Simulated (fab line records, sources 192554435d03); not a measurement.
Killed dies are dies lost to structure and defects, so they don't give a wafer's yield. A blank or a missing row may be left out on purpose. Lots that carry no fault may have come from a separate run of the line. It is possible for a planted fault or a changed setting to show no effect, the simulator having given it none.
fab line records	flow n5_finfet
record lots=7	wafers=21
route steps=1938 shown WELL_APT@24 PMOS_HMC_CHANNEL_EPI@63 DUMMY_GATE@221 SD_EPI_N@278 HKMG_FIN@402
start_h: the number of hours between the record's first day and the start of the first shown wafer of the lot	wait_h: time in hours since the lot's previous step	" as in the row above	L1.1+2: one row covering several wafers at once	- either no value or no given start	* or withheld: withheld	< > ~ a bound
route shown NAME@n: names a module that has steps shown in the file, with the first one's number in the route	usual: the fault-free wafers' mean and standard deviation	same: alike in all rows	chamber/n: place in a boat	sites: readings site by site	_std_site: standard deviation across them	_edge_site: mean of outer sites minus mean of inner sites	radius_mm: how far each site lies from the wafer's centre	mask NAME#n: copy n	behind: tool/chamber where the wafer was last shaped	hold: what put the lot on hold/how long, in hours/how the hold closed	device: names the non-switching transistor (n, p or np)	end of line: the same wafers' tests at the end of the route	a step given without rows: its recipe and nothing more	killed: dies that structure and defects cost at the first sort, which is not the same as the wafer's yield	map: the dies of a wafer, with x for killed, . for not killed, _ for no die there
set.NAME: setting as actually run; set.NAME@STEP: the setting as run at that earlier step	model.NAME: the simulator's own value behind a step, which no gauge read
one table per step and one row per wafer, for lots whose settings were changed on purpose
## steps
# step N5_WELL_APT_EXPOSE_05
# recipe mask_id=NWELL	na=0.8	source_shape=conventional	sigma_outer=0.8	polarization=unpolarized	defocus_nm=0	target_cd_nm=200	dose_mj=20.3
lot.wafer	tool	chamber	start_h	wait_h	mask	set.dose_mj
L076.1+3+6	krf_scanner-02	0	25.41	-	NWELL#0	20.3
L079.2+3+5	krf_scanner-01	0	43.47	-	NWELL#0	20.3
L080.2+4+6	krf_scanner-01	0	49.56	-	NWELL#0	20.3
L084.3+6	krf_scanner-02	0	73.52	-	NWELL#0	20.95
L084.4	"	0	"	"	NWELL#0	20.3
L088.2+6	krf_scanner-01	0	97.39	-	NWELL#0	18.97
L088.4	"	0	"	"	NWELL#0	20.3
L094.1	krf_scanner-02	0	133.76	-	NWELL#0	20.3
L094.3+5	"	0	"	"	NWELL#0	18.8
L097.1+2+6	krf_scanner-01	0	151.53	-	NWELL#0	20.3
# step N5_WELL_APT_DEVELOP_07
# recipe develop_time_s=45	rinse_liquid=surfactant_rinse	dry=air_spin	dev_temp_c=21
lot.wafer	tool	chamber	start_h	wait_h	set.develop_time_s
L076.1	litho_track-01	0	-	-	45
L076.3+6	"	0	"	"	50.04
L079.2+5	litho_track-04	0	-	-	45
L079.3	"	0	"	"	41.72
L080.2	litho_track-04	0	-	-	49.67
L080.4+6	"	0	"	"	45
L084.3	litho_track-04	0	-	-	50.67
L084.4+6	"	0	"	"	45
L088.2+6	litho_track-04	0	-	-	45
L088.4	"	0	"	"	37.98
L094.1+3+5	litho_track-04	0	-	-	45
L097.1+2+6	litho_track-04	0	-	-	45
# step N5_WELL_APT_HARDBAKE_12
# recipe temp_c=130	time_s=120
# step N5_WELL_APT_CD_MEAS_08
# recipe target_cd_nm=200	landing_energy_ev=500	detector=se_inlens
# usual cd_nm=200.3/1.7
lot.wafer	tool	chamber	start_h	wait_h	set.dose_mj@WELL_APT_EXPOSE_05	cd_nm
L076.1	cd_sem-01	0	25.58	-	20.3	200.5
L076.3	"	0	"	"	20.3	202.1
L076.6	"	0	"	"	20.3	199.1
L079.2	cd_sem-01	0	43.64	-	20.3	203.9
L079.3	"	0	"	"	20.3	200.9
L079.5	"	0	"	"	20.3	201.3
L080.2	cd_sem-02	0	49.73	-	20.3	202.3
L080.4	"	0	"	"	20.3	201.0
L080.6	"	0	"	"	20.3	201.2
L084.3	cd_sem-01	0	73.68	-	20.95	206.8
L084.4	"	0	"	"	20.3	201.1
L084.6	"	0	"	"	20.95	207.8
L088.2	cd_sem-02	0	97.56	-	18.97	191.0
L088.4	"	0	"	"	20.3	198.7
L088.6	"	0	"	"	18.97	187.4
L094.1	cd_sem-03	0	133.93	-	20.3	198.4
L094.3	"	0	"	"	18.8	188.7
L094.5	"	0	"	"	18.8	190.8
L097.1	cd_sem-01	0	151.70	-	20.3	201.2
L097.2	"	0	"	"	20.3	199.0
L097.6	"	0	"	"	20.3	201.9
# step N5_WELL_APT_DESCUM_13
# recipe chemistry=O2	time_s=7.9	source_power_w=50	bias_power_w=20	pressure_mtorr=20	rf_frequency_hz=2.712e+07	temp_c=40	o2_flow_sccm=225
lot.wafer	tool	chamber	start_h	wait_h	set.dose_mj@WELL_APT_EXPOSE_05	model.WELL_APT.cd_nm
L076.1	rie_diel-03	3	25.77	0.1	20.3	200.6
L076.3	"	2	"	"	20.3	201.9
L076.6	"	1	"	"	20.3	199.3
L079.2	rie_diel-06	1	43.78	0.1	20.3	203.7
L079.3	"	3	"	"	20.3	200.9
L079.5	"	3	"	"	20.3	201.7
L080.2	rie_diel-03	1	49.82	0.0	20.3	202.2
L080.4	"	3	"	"	20.3	200.6
L080.6	"	3	"	"	20.3	201.1
L084.3	rie_diel-03	1	73.77	0.0	20.95	207
L084.4	"	2	"	"	20.3	201
L084.6	"	1	"	"	20.95	208.2
L088.2	rie_diel-06	1	97.96	0.3	18.97	190.7
L088.4	"	0	"	"	20.3	198.3
L088.6	"	1	"	"	18.97	187
L094.1	rie_diel-03	2	134.02	0.0	20.3	198.9
L094.3	"	1	"	"	18.8	188.7
L094.5	"	3	"	"	18.8	190.9
L097.1	rie_diel-04	2	151.80	0.0	20.3	201.1
L097.2	"	3	"	"	20.3	198.8
L097.6	"	3	"	"	20.3	201.8
# step N5_PMOS_HMC_CHANNEL_EPI_PEB_07
# recipe peb_temp_c=110	peb_time_s=60	resist=CAR-ArF-block
lot.wafer	tool	chamber	start_h	wait_h	set.peb_temp_c
L076.1+3+6	litho_track-03	0	29.05	0.1	110
L079.2	litho_track-03	0	46.85	0.0	110
L079.3+5	"	0	"	"	111.8
L080.2+4+6	litho_track-05	0	52.97	0.0	110
L084.3+4+6	litho_track-03	0	77.05	0.0	110
L088.2	litho_track-03	0	100.99	0.0	110
L088.4+6	"	0	"	"	113.4
L094.1+3+5	litho_track-03	0	137.17	0.1	110
L097.1+2+6	litho_track-05	0	155.11	0.1	110
# step N5_PMOS_HMC_CHANNEL_EPI_DEVELOP_08
# recipe develop_time_s=30	developer=TMAH	resist=CAR-ArF-block	dev_temp_c=23	rinse_liquid=diw	dry=air_spin
# step N5_PMOS_HMC_CHANNEL_EPI_STRIP_33
# recipe chemistry=N2/H2	power_w=500	temp_c=40	pressure_mtorr=50	rf_frequency_hz=6e+07	overash_fraction=0.3	bias_power_w=8	h2_frac=0.5	n2_flow_sccm=300	h2_flow_sccm=300
# step N5_PMOS_HMC_CHANNEL_EPI_STRIP_17
# recipe chemistry=SPM	time_s=750	temp_c=130	h2so4_h2o2_vol_ratio=4	dry=ipa_marangoni
# step N5_PMOS_HMC_CHANNEL_EPI_ETCH_38
# recipe chemistry=CF4	target=SiO2	target_depth_a=15	ion_energy_ev=350	pressure_mtorr=10	icp_w=800	bias_w=400	cf4_flow_sccm=80
lot.wafer	tool	chamber	start_h	wait_h	set.peb_temp_c@PMOS_HMC_CHANNEL_EPI_PEB_07	model.PMOS_HMC_CHANNEL_EPI.cd_nm
L076.1	rie_si-05	0	29.94	0.0	110	241.8
L076.3	"	1	"	"	110	240.5
L076.6	"	1	"	"	110	243
L079.2	rie_si-01	0	47.84	0.0	110	239.6
L079.3	"	1	"	"	111.8	244.8
L079.5	"	3	"	"	111.8	244.1
L080.2	rie_si-05	1	53.56	0.0	110	239.9
L080.4	"	0	"	"	110	239
L080.6	"	0	"	"	110	239.2
L084.3	rie_si-01	1	77.64	0.0	110	245.7
L084.4	"	0	"	"	110	244.7
L084.6	"	2	"	"	110	241.5
L088.2	rie_si-05	3	101.58	0.0	110	244.4
L088.4	"	2	"	"	113.4	250.6
L088.6	"	3	"	"	113.4	254.9
L094.1+5	rie_si-06	2	138.27	0.0	110	240.7
L094.3	"	1	"	"	110	240.4
L097.1	rie_si-01	2	155.71	0.0	110	240.6
L097.2	"	0	"	"	110	240.2
L097.6	"	3	"	"	110	241.7
# step N5_DUMMY_GATE_PECVD_30
# recipe material=SiO2	target_thk_a=550	temp_c=400	precursor=TEOS/O2	pressure_torr=6.5	rf_w=withheld	teos_flow_sccm=withheld	gas=O2	flow_sccm=2650	time_s=10.8
lot.wafer	tool	chamber	start_h	wait_h	set.time_s	model.SiO2_of_DUMMY_GATE_PECVD_30.thk_nm
L076.1	pecvd-03	1	57.74	0.0	11.72	59.6
L076.3	"	2	"	"	10.8	53.6
L076.6	"	1	"	"	10.8	56
L079.2	pecvd-01	1	78.65	0.0	11.43	57.4
L079.3	"	0	"	"	10.8	53.8
L079.5	"	2	"	"	11.43	58.6
L080.2	pecvd-04	2	83.10	0.0	10.8	55
L080.4	"	2	"	"	10.8	56
L080.6	"	1	"	"	10.8	55.6
L084.3	pecvd-01	0	109.84	0.0	11.99	59.4
L084.4	"	1	"	"	10.8	54.8
L084.6	"	0	"	"	11.99	60.6
L088.2	pecvd-03	2	131.32	0.0	10.8	54
L088.4	"	1	"	"	10.8	55.2
L088.6	"	2	"	"	10.8	54.8
L094.1	pecvd-01	0	168.29	0.0	10.8	55
L094.3	"	2	"	"	9.492	48
L094.5	"	2	"	"	9.492	48.8
L097.1	pecvd-01	2	187.46	0.0	10.8	54.6
L097.2	"	0	"	"	10.8	55.2
L097.6	"	2	"	"	10.8	56.2
# step N5_DUMMY_GATE_COAT_28
# recipe resist=underlayer	temp_c=205	time_s=60	spin_rpm=1500	resist_thk_nm=10
lot.wafer	tool	chamber	start_h	wait_h	set.spin_rpm	model.underlayer_of_DUMMY_GATE_COAT_28.thk_nm
L076.1+6	litho_track-05	0	-	-	1500	10
L076.3	"	0	"	"	1583	9.8
L079.2+3	litho_track-05	0	-	-	1349	10.6
L079.5	"	0	"	"	1500	10
L080.2+4+6	litho_track-04	0	-	-	1500	10
L084.3+6	litho_track-04	0	-	-	1500	10
L084.4	"	0	"	"	1609	9.6
L088.2	litho_track-04	0	-	-	1425	10.2
L088.4	"	0	"	"	1500	10
L088.6	"	0	"	"	1425	10.4
L094.1+3+5	litho_track-05	0	-	-	1500	10
L097.1+2+6	litho_track-02	0	-	-	1500	10
# step N5_DUMMY_GATE_COAT_09
# recipe resist=CAR-EUV	spin_rpm=1500	resist_thk_nm=30
# step N5_DUMMY_GATE_EBR_11
# recipe solvent=PGMEA	ebr_width_mm=1.5
# step N5_DUMMY_GATE_STRIP_41
# recipe chemistry=O2	power_w=400	temp_c=40	pressure_mtorr=30	rf_frequency_hz=6e+07	bias_power_w=0	overash_fraction=0.3	o2_flow_sccm=225
# step N5_DUMMY_GATE_HM_OPEN_21
# recipe chemistry=CH3F/O2	target=SiNx	target_depth_a=1200	Ar_flow_sccm=150	CH3F_flow_sccm=30	O2_flow_sccm=23	time_s=171.4	pressure_mtorr=30	source_w=395	bias_w=73	ion_energy_ev=120.7
# step N5_DUMMY_GATE_ETCH_32
# recipe chemistry=CF4	target=SiO2	target_depth_a=35	time_s=3.9	ion_energy_ev=350	pressure_mtorr=10	icp_w=800	bias_w=400	cf4_flow_sccm=80
lot.wafer	tool	chamber	start_h	wait_h	set.time_s@DUMMY_GATE_PECVD_30	model.SiO2_of_DUMMY_GATE_PECVD_30.thk_nm
L076.1	rie_si-06	2	59.17	0.1	11.72	46.2
L076.3	"	3	"	"	10.8	40
L076.6	"	0	"	"	10.8	42.6
L079.2	rie_si-06	3	80.00	0.1	11.43	44.2
L079.3	"	0	"	"	10.8	40.4
L079.5	"	0	"	"	11.43	45.2
L080.2	rie_si-06	2	84.33	0.1	10.8	41.6
L080.4	"	1	"	"	10.8	42.6
L080.6	"	0	"	"	10.8	42.2
L084.3	rie_si-05	0	111.32	0.1	11.99	46.2
L084.4	"	2	"	"	10.8	41.4
L084.6	"	1	"	"	11.99	47
L088.2	rie_si-06	2	132.62	0.1	10.8	40.8
L088.4	"	1	"	"	10.8	41.6
L088.6	"	1	"	"	10.8	41.4
L094.1	rie_si-05	3	169.45	0.1	10.8	41.6
L094.3	"	2	"	"	9.492	35
L094.5	"	3	"	"	9.492	35.8
L097.1	rie_si-05	3	188.66	0.1	10.8	41.4
L097.2	"	2	"	"	10.8	42
L097.6	"	2	"	"	10.8	42.8
# step N5_SD_EPI_N_ETCH_45
# recipe chemistry=CH3F/O2	target=SiOCN	target_depth_a=60	mask_material=SOC	ion_energy_ev=60	bias_w=29	pressure_mtorr=15	source_w=410	Ar_flow_sccm=150	CH3F_flow_sccm=30	O2_flow_sccm=20
lot.wafer	tool	chamber	start_h	wait_h	set.target_depth_a	model.etch.depth_nm
L076.1	rie_diel-03	3	61.30	0.1	52.95	5.125
L076.3	"	1	"	"	60	5.925
L076.6	"	3	"	"	52.95	5.128
L079.2	rie_diel-06	0	83.32	0.1	63.93	6.406
L079.3	"	2	"	"	63.93	6.413
L079.5	"	2	"	"	63.93	6.348
L080.2	rie_diel-06	0	86.42	0.1	60	5.956
L080.4	"	2	"	"	60	5.907
L080.6	"	0	"	"	60	5.953
L084.3	rie_diel-03	1	113.98	0.1	57.78	5.785
L084.4	"	0	"	"	57.78	5.851
L084.6	"	2	"	"	60	6.176
L088.2	rie_diel-06	1	134.72	0.1	64.21	6.562
L088.4	"	3	"	"	60	5.737
L088.6	"	0	"	"	60	5.922
L094.1	rie_diel-03	2	171.43	0.1	56.14	5.747
L094.3	"	0	"	"	60	6.028
L094.5	"	0	"	"	56.14	5.644
L097.1	rie_diel-03	2	191.30	0.1	60	6.159
L097.2	"	0	"	"	60	6.031
L097.6	"	0	"	"	60	6.037
# step N5_SD_EPI_N_ETCH_16
# recipe chemistry=CHF3/O2	target=SiO2	target_depth_a=50	mask_material=SOC	pressure_mtorr=30	source_w=650	bias_w=170	Ar_flow_sccm=200	CHF3_flow_sccm=50	O2_flow_sccm=5	ion_energy_ev=200
lot.wafer	tool	chamber	start_h	wait_h	set.target_depth_a	model.etch.depth_nm
L076.1	rie_diel-03	3	61.40	0.1	50	4.829
L076.3	"	1	"	"	50	4.936
L076.6	"	3	"	"	50	4.826
L079.2	rie_diel-06	0	83.42	0.1	48.38	4.814
L079.3	"	2	"	"	50	4.94
L079.5	"	2	"	"	50	4.919
L080.2	rie_diel-06	0	86.52	0.1	44.19	4.364
L080.4	"	2	"	"	44.19	4.373
L080.6	"	0	"	"	50	4.931
L084.3	rie_diel-03	1	114.08	0.1	50	4.973
L084.4	"	0	"	"	53.91	5.473
L084.6	"	2	"	"	53.91	5.577
L088.2	rie_diel-06	1	134.82	0.1	54.83	5.52
L088.4	"	3	"	"	50	4.802
L088.6	"	0	"	"	54.83	5.366
L094.1	rie_diel-03	2	171.53	0.1	50	5.043
L094.3	"	0	"	"	50	5.013
L094.5	"	0	"	"	50	5.003
L097.1	rie_diel-03	2	191.40	0.1	50	5.056
L097.2	"	0	"	"	50	5.047
L097.6	"	0	"	"	50	5.022
# step N5_HKMG_FIN_ETCH_54
# recipe chemistry=CF4	target=SiARC	target_depth_a=455	mask_material=CAR-ArF	time_s=75.8	ion_energy_ev=80	pressure_mtorr=40	source_w=545	bias_w=36	Ar_flow_sccm=100	cf4_flow_sccm=100	ends=cleared
# usual etch_rf_on_time_s=75.1/1.8	rf_vpp_V=183.5/1
lot.wafer	tool	chamber	start_h	wait_h	set.source_w	etch_rf_on_time_s	rf_vpp_V
L076.1	rie_diel-04	1	82.64	0.0	545	71.4	183.5
L076.3	"	0	"	"	454.9	89.4	193.7
L076.6	"	1	"	"	454.9	84.5	194.8
L079.2	rie_diel-06	0	107.00	0.0	545	76.6	181.3
L079.3	"	2	"	"	545	77.0	183.3
L079.5	"	2	"	"	475.3	85.9	191.9
L080.2	rie_diel-06	3	109.14	0.0	545	78.1	185.5
L080.4	"	0	"	"	545	76.4	184.2
L080.6	"	1	"	"	482.3	83.9	190.4
L084.3	rie_diel-04	1	135.15	0.0	454.7	84.1	193.7
L084.4	"	2	"	"	545	74.1	182.6
L084.6	"	2	"	"	454.7	87.0	196.6
L088.2	rie_diel-04	1	155.96	0.0	545	72.4	182.8
L088.4	"	3	"	"	462.6	85.5	193.6
L088.6	"	1	"	"	545	72.2	183.2
L094.1	rie_diel-03	1	193.20	0.0	545	75.2	183.3
L094.3	"	3	"	"	545	73.9	186.2
L094.5	"	1	"	"	575.9	72.3	178.9
L097.1	rie_diel-04	1	212.96	0.0	545	72.8	184.2
L097.2	"	3	"	"	545	75.4	182.9
L097.6	"	3	"	"	545	74.0	183.2
# step N5_HKMG_FIN_ETCH_58
# recipe chemistry=N2/H2	target=SOC	target_depth_a=2158	ion_energy_ev=50	bias_w=13	time_s=741	pressure_mtorr=30	source_w=875	n2_flow_sccm=200	h2_flow_sccm=200
# usual rf_vpp_V=98.7/0.98
lot.wafer	tool	chamber	start_h	wait_h	set.source_w	rf_vpp_V	model.HKMG_FIN.feature_depth_nm	model.etch.depth_nm	model.SOC_of_HKMG_FIN_COAT_41.thk_nm
L076.1	rie_diel-04	1	82.90	0.0	875	99.2	229.4	229.4	70.8
L076.3	"	0	"	"	875	98.4	215	214.9	85.4
L076.6	"	1	"	"	964.6	95.2	248.8	248.9	51.4
L079.2	rie_diel-06	0	107.27	0.0	1003	93.4	239.2	239.1	61
L079.3	"	2	"	"	1003	93.7	238	238	62
L079.5	"	2	"	"	875	98.3	212.2	212.3	88.4
L080.2	rie_diel-06	3	109.41	0.0	812.5	101.3	195.6	195.7	105.6
L080.4	"	0	"	"	875	100.7	211.4	211.5	90.4
L080.6	"	1	"	"	875	99.1	217	217	84.2
L084.3	rie_diel-04	1	135.42	0.0	875	98.6	227.2	227.2	74
L084.4	"	2	"	"	875	100.2	217.8	217.9	82
L084.6	"	2	"	"	835.1	99.7	209.2	209.2	91
L088.2	rie_diel-04	1	156.23	0.0	947.2	96.2	241.4	241.4	58.2
L088.4	"	3	"	"	875	99.1	221	221	78.6
L088.6	"	1	"	"	875	98.5	223.2	223.3	76
L094.1	rie_diel-03	1	193.46	0.0	999.3	95.6	242.2	242.2	58.4
L094.3	"	3	"	"	875	101.4	226.4	226.4	74.6
L094.5	"	1	"	"	875	97.7	215.8	215.8	84.2
L097.1	rie_diel-04	1	213.23	0.0	875	97.2	222	222	79.8
L097.2	"	3	"	"	875	97.3	219.2	219.1	81.8
L097.6	"	3	"	"	875	99.4	217.8	217.8	83
# step N5_HKMG_FIN_COAT_30
# recipe resist=SiARC	temp_c=220	time_s=60	spin_rpm=1500	resist_thk_nm=35
lot.wafer	tool	chamber	start_h	wait_h	set.spin_rpm	model.SiARC_of_HKMG_FIN_COAT_30.thk_nm
L076.1	litho_track-02	0	-	-	1397	36.2
L076.3+6	"	0	"	"	1500	35
L079.2	litho_track-03	0	-	-	1349	37
L079.3	"	0	"	"	1500	35
L079.5	"	0	"	"	1500	35.2
L080.2+4+6	litho_track-01	0	-	-	1500	35
L084.3	litho_track-02	0	-	-	1500	34.8
L084.4+6	"	0	"	"	1500	35
L088.2+4+6	litho_track-03	0	-	-	1500	35
L094.1+5	litho_track-02	0	-	-	1626	33.4
L094.3	"	0	"	"	1500	34.8
L097.1+2+6	litho_track-02	0	-	-	1500	34.8
# step N5_HKMG_FIN_COAT_06
# recipe resist=CAR-ArF	spin_rpm=1500	resist_thk_nm=90
lot.wafer	tool	chamber	start_h	wait_h	set.spin_rpm	model.CAR-ArF_of_HKMG_FIN_COAT_06.thk_nm
L076.1+3	litho_track-02	0	-	-	1339	95.4
L076.6	"	0	"	"	1500	90
L079.2+3	litho_track-03	0	-	-	1500	89.8
L079.5	"	0	"	"	1648	85.6
L080.2	litho_track-01	0	-	-	1500	89.8
L080.4+6	"	0	"	"	1500	90
L084.3	litho_track-02	0	-	-	1500	89.8
L084.4	"	0	"	"	1662	85.2
L084.6	"	0	"	"	1500	89.6
L088.2+4	litho_track-03	0	-	-	1590	87.6
L088.6	"	0	"	"	1500	90.2
L094.1	litho_track-02	0	-	-	1500	89.6
L094.3	"	0	"	"	1500	89.8
L094.5	"	0	"	"	1621	86.6
L097.1	litho_track-02	0	-	-	1500	90.4
L097.2	"	0	"	"	1500	89.8
L097.6	"	0	"	"	1500	90.2
# step N5_HKMG_FIN_EBR_08
# recipe solvent=PGMEA	ebr_width_mm=1.5
# step N5_HKMG_FIN_SOFTBAKE_07
# recipe temp_c=110	time_s=60	resist=CAR-ArF
# step N5_HKMG_FIN_DESCUM_17
# recipe chemistry=O2	time_s=7.9	source_power_w=50	bias_power_w=20	pressure_mtorr=20	rf_frequency_hz=2.712e+07	temp_c=40	resist=CAR-ArF	o2_flow_sccm=225
lot.wafer	tool	chamber	start_h	wait_h	set.spin_rpm@HKMG_FIN_COAT_06	model.CAR-ArF_of_HKMG_FIN_COAT_06.thk_nm
L076.1	rie_diel-03	1	86.51	0.7	1339	88.8
L076.3	"	0	"	"	1339	89
L076.6	"	3	"	"	1500	83.4
L079.2	rie_diel-03	0	110.34	0.0	1500	83.4
L079.3	"	1	"	"	1500	83.2
L079.5	"	1	"	"	1648	79.2
L080.2+6	rie_diel-03	0,1	112.95	0.4	1500	83.4
L080.4	"	2	"	"	1500	83.6
L084.3	rie_diel-03	2	138.58	0.0	1500	83.4
L084.4	"	3	"	"	1662	78.8
L084.6	"	3	"	"	1500	83
L088.2+4	rie_diel-04	3,2	159.48	0.0	1590	81
L088.6	"	1	"	"	1500	83.4
L094.1+3	rie_diel-06	3,1	196.42	0.0	1500	83.2
L094.5	"	2	"	"	1621	80
L097.1+6	rie_diel-04	1,2	216.17	0.0	1500	83.6
L097.2	"	2	"	"	1500	83.2
# step N5_HKMG_FIN_ETCH_31
# recipe chemistry=CF4	target=SiARC	target_depth_a=455	mask_material=CAR-ArF	time_s=75.8	ion_energy_ev=80	pressure_mtorr=40	source_w=545	bias_w=36	Ar_flow_sccm=100	cf4_flow_sccm=100	ends=cleared
lot.wafer	tool	chamber	start_h	wait_h	set.spin_rpm@HKMG_FIN_COAT_30	set.spin_rpm@HKMG_FIN_COAT_06	model.CAR-ArF_of_HKMG_FIN_COAT_06.thk_nm	model.etch.depth_nm
L076.1	rie_diel-03	1	86.54	0.0	1397	1339	55	36.25
L076.3	"	0	"	"	1500	1339	56.4	35.01
L076.6	"	3	"	"	1500	1500	50.8	34.94
L079.2	rie_diel-03	0	110.38	0.0	1349	1500	49	36.92
L079.3	"	1	"	"	1500	1500	50.6	35.02
L079.5	"	1	"	"	1500	1648	46.4	35.12
L080.2	rie_diel-03	0	112.99	0.0	1500	1500	50.8	34.97
L080.4	"	2	"	"	1500	1500	51	34.92
L080.6	"	1	"	"	1500	1500	50.8	35.06
L084.3	rie_diel-03	2	138.61	0.0	1500	1500	50.8	34.9
L084.4	"	3	"	"	1500	1662	46.2	34.94
L084.6	"	3	"	"	1500	1500	50.6	34.91
L088.2	rie_diel-04	3	159.51	0.0	1500	1590	48.4	34.96
L088.4	"	2	"	"	1500	1590	48.2	35.03
L088.6	"	1	"	"	1500	1500	51	34.94
L094.1	rie_diel-06	3	196.46	0.0	1626	1500	52	33.5
L094.3	"	1	"	"	1500	1500	50.8	34.83
L094.5	"	2	"	"	1626	1621	48.8	33.48
L097.1	rie_diel-04	1	216.21	0.0	1500	1500	51.2	34.87
L097.2	"	2	"	"	1500	1500	50.6	34.85
L097.6	"	2	"	"	1500	1500	51.2	34.8
## key
split step=N5_WELL_APT_EXPOSE_05	setting=dose_mj	stated=20.3	by=wafer
response step=N5_WELL_APT_CD_MEAS_08	reading=cd_nm	change=+1.36	per=1%	r=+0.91
response step=N5_WELL_APT_DESCUM_13	reading=model.WELL_APT.cd_nm	change=+1.39	per=1%	r=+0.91
split step=N5_WELL_APT_DEVELOP_07	setting=develop_time_s	stated=45	by=wafer
response none clear
split step=N5_PMOS_HMC_CHANNEL_EPI_PEB_07	setting=peb_temp_c	stated=110	by=wafer
response step=N5_PMOS_HMC_CHANNEL_EPI_ETCH_38	reading=model.PMOS_HMC_CHANNEL_EPI.cd_nm	change=+2.76	per=1%	r=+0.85
split step=N5_DUMMY_GATE_PECVD_30	setting=time_s	stated=10.8	by=wafer
response step=N5_DUMMY_GATE_PECVD_30	reading=model.SiO2_of_DUMMY_GATE_PECVD_30.thk_nm	change=+0.541	per=1%	r=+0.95
response step=N5_DUMMY_GATE_ETCH_32	reading=model.SiO2_of_DUMMY_GATE_PECVD_30.thk_nm	change=+0.532	per=1%	r=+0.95
split step=N5_DUMMY_GATE_COAT_28	setting=spin_rpm	stated=1500	by=wafer
response step=N5_DUMMY_GATE_COAT_28	reading=model.underlayer_of_DUMMY_GATE_COAT_28.thk_nm	change=-0.0551	per=1%	r=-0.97
split step=N5_SD_EPI_N_ETCH_45	setting=target_depth_a	stated=60	by=wafer
response step=N5_SD_EPI_N_ETCH_45	reading=model.etch.depth_nm	change=+0.0742	per=1%	r=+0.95
split step=N5_SD_EPI_N_ETCH_16	setting=target_depth_a	stated=50	by=wafer
response step=N5_SD_EPI_N_ETCH_16	reading=model.etch.depth_nm	change=+0.0581	per=1%	r=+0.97
split step=N5_HKMG_FIN_ETCH_54	setting=source_w	stated=545	by=wafer
response step=N5_HKMG_FIN_ETCH_54	reading=etch_rf_on_time_s	change=*	per=1%	r=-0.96
response step=N5_HKMG_FIN_ETCH_54	reading=rf_vpp_V	change=-0.693	per=1%	r=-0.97
split step=N5_HKMG_FIN_ETCH_58	setting=source_w	stated=875	by=wafer
response step=N5_HKMG_FIN_ETCH_58	reading=rf_vpp_V	change=-0.298	per=1%	r=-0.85
response step=N5_HKMG_FIN_ETCH_58	reading=model.HKMG_FIN.feature_depth_nm	change=+1.98	per=1%	r=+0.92
response step=N5_HKMG_FIN_ETCH_58	reading=model.etch.depth_nm	change=+1.98	per=1%	r=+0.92
response step=N5_HKMG_FIN_ETCH_58	reading=model.SOC_of_HKMG_FIN_COAT_41.thk_nm	change=-1.99	per=1%	r=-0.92
split step=N5_HKMG_FIN_COAT_30	setting=spin_rpm	stated=1500	by=wafer
response step=N5_HKMG_FIN_COAT_30	reading=model.SiARC_of_HKMG_FIN_COAT_30.thk_nm	change=-0.179	per=1%	r=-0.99
response step=N5_HKMG_FIN_ETCH_31	reading=model.etch.depth_nm	change=-0.176	per=1%	r=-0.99
split step=N5_HKMG_FIN_COAT_06	setting=spin_rpm	stated=1500	by=wafer
response step=N5_HKMG_FIN_COAT_06	reading=model.CAR-ArF_of_HKMG_FIN_COAT_06.thk_nm	change=-0.438	per=1%	r=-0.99
response step=N5_HKMG_FIN_DESCUM_17	reading=model.CAR-ArF_of_HKMG_FIN_COAT_06.thk_nm	change=-0.435	per=1%	r=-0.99
response step=N5_HKMG_FIN_ETCH_31	reading=model.CAR-ArF_of_HKMG_FIN_COAT_06.thk_nm	change=-0.4	per=1%	r=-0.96
